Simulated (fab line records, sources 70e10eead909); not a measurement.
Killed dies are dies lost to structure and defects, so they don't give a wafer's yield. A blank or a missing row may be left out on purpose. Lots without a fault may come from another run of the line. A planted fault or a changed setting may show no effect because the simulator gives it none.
A struck lot beside a sound one | flow nand_harc | 27 steps out of a route of 1302
Sound: wafers L666.3, L666.5, L666.6. Struck: wafers L678.1, L678.4, L678.6. The cause comes at the end.
At each step with rows: each side's tool, then ch and its chambers, then its first start. Under that, the readings that differ: sound wafers | struck wafers | difference of the means | sigmas: that difference in standard deviations of wafers without a fault.
alike: readings whose means differ by less than 2 such deviations, and words and numbers that are the same on both sides. not compared: withheld readings, readings that some wafer has no value for, bounds like >300 that may hide the same value, and numbers for which the record gives no deviation and whose values overlap.
The two part at a step that has a row with sigmas, a row that says differs or no value, or rows on one side only. Numbers that don't overlap but have no deviation are shown without sigmas and don't part them. A reading that every wafer of one side lacks parts them only if that side has two wafers or more.

first, 6 steps without rows for these wafers: NHARC_A_ONON_D2_DEP_03 (target thk 1000 nm); NHARC_A_ONON_D2_DEP_06 (target thk 1000 nm); NHARC_A_ONON_D2_DEP_09 (target thk 1000 nm); NHARC_A_ONON_D2_DEP_12 (target thk 1000 nm); NHARC_A_ONON_D2_ANNEAL_15 (time 3600 s); NHARC_A_ONON_D2_DEP_16 (target thk 1000 nm).
NHARC_A_ONON_D2_DEP_19: target thk 1000 nm.
  sound on pecvd_onon-02 ch 0, day 14 03:23; struck on pecvd_onon-02 ch 0, day 18 17:44
then, 19 steps without rows for these wafers: NHARC_A_ONON_D2_DEP_22 (target thk 1000 nm); NHARC_A_ONON_D2_DEP_25 (target thk 1000 nm); NHARC_A_ONON_D2_DEP_28 (target thk 1000 nm); NHARC_A_ONON_D2_DEP_33 (deposits SiO2, target thk 200 nm); NHARC_A_CHANNEL_HOLE_D2_DEP_00 (deposits aC, target thk 3100 nm); NHARC_A_CHANNEL_HOLE_D2_DEP_01 (deposits SiON, target thk 140 nm); NHARC_A_CHANNEL_HOLE_D2_DEHYDRATE_02 (time 120 s); NHARC_A_CHANNEL_HOLE_D2_HMDS_03 (time 30 s); NHARC_A_CHANNEL_HOLE_D2_COAT_36 (time 75 s); NHARC_A_CHANNEL_HOLE_D2_COAT_37 (time 65 s); NHARC_A_CHANNEL_HOLE_D2_COAT_04 (resist thk 90 nm); NHARC_A_CHANNEL_HOLE_D2_SOFTBAKE_05 (time 55 s); NHARC_A_CHANNEL_HOLE_D2_EBR_06; NHARC_A_CHANNEL_HOLE_D2_EXPOSE_07 (exposes mask HOLE D2, target cd 100 nm); NHARC_A_CHANNEL_HOLE_D2_PEB_08 (peb time 65 s); NHARC_A_CHANNEL_HOLE_D2_DEVELOP_09 (develop time 35 s); NHARC_A_CHANNEL_HOLE_D2_DESCUM_15 (chemistry O2, time 3 s); NHARC_A_CHANNEL_HOLE_D2_ETCH_38 (etches the open film in CF4, target depth 39 nm, time 65 s); NHARC_A_CHANNEL_HOLE_D2_ETCH_39 (etches the open film in N2/H2, target depth 260 nm, time 325 s).
-- the record jumps here: 11 days lie between the struck wafers' starts before and after (it left off in module A_CHANNEL_HOLE_D2 and takes up again in module END, whose first step shown is number 1302 of the route) --
NHARC_END_SORT_01:
  the record has rows for the struck wafers here (prober-02 ch 0, day 29 13:34) and none for the sound ones

WHERE THEY PART
Only at NHARC_END_SORT_01, within this record.

WHY: what the simulator had put in
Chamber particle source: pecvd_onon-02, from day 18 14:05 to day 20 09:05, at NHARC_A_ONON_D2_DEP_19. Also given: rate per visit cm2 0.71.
